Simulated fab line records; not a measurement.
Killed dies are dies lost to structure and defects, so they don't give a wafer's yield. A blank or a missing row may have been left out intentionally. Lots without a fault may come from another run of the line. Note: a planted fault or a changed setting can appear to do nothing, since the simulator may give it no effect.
Chamber matching | flow n5-finfet | ald-metal-01 running N5_BEOL_M9_ALD_74: 4 sister chambers
The step deposits TaN, target thk 2 nm, pulse time 2 s, purge time 3 s. 8 wafers are shown with their chamber, then 8 later ones without.

## WAFERS WITH THEIR CHAMBER
wafer  | chamber | heater-power-w (W) | susceptor-temp-C (C)
L075.1 | 3       | 408                | 274.92
L077.1 | 3       | 403                | 275.30
L082.1 | 2       | 430                | 275.16
L082.2 | 0       | 435                | 275.38
L084.4 | 1       | 487                | 275.20
L084.5 | 1       | 481                | 274.98
L084.6 | 2       | 427                | 275.01
L087.4 | 0       | 434                | 275.07

## WAFERS WITH NO CHAMBER GIVEN
wafer  | heater-power-w (W) | susceptor-temp-C (C)
L087.5 | 408                | 275.07
L087.6 | 448                | 275.06
L089.1 | 481                | 274.83
L089.5 | 442                | 275.06
L089.6 | 488                | 275.14
L094.1 | 433                | 274.83
L094.4 | 415                | 275.12
L094.5 | 425                | 274.97

## CHAMBER TAKEN BY EACH
wafer  | from the rows above     | in truth
L087.5 | 3                       | 3
L087.6 | can't be placed: 0 or 2 | 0
L089.1 | 1                       | 1
L089.5 | can't be placed: 0 or 2 | 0
L089.6 | 1                       | 1
L094.1 | can't be placed: 2 or 0 | 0
L094.4 | can't be placed: 3 or 2 | 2
L094.5 | 2                       | 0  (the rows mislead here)
Correctly placed: 3 of 8. Unplaceable from these rows: 4, with the true chamber sitting among the candidates in 4. Placed wrongly: 1.
How it was worked out, from the rows above alone: a wafer's distance from a chamber is the root of the sum, over the readings, of the square of ((its reading less the chamber's mean) divided by the reading's scatter). If the next closest chamber is less than 2 further off than the closest, the wafer can't be placed; otherwise it belongs to the closest. Each chamber's mean is taken over the wafers shown for it. How the scatter is found: for the shown wafers, subtract from each reading the mean of its chamber, square and add these, divide the total by (wafers less chambers), then take the root.
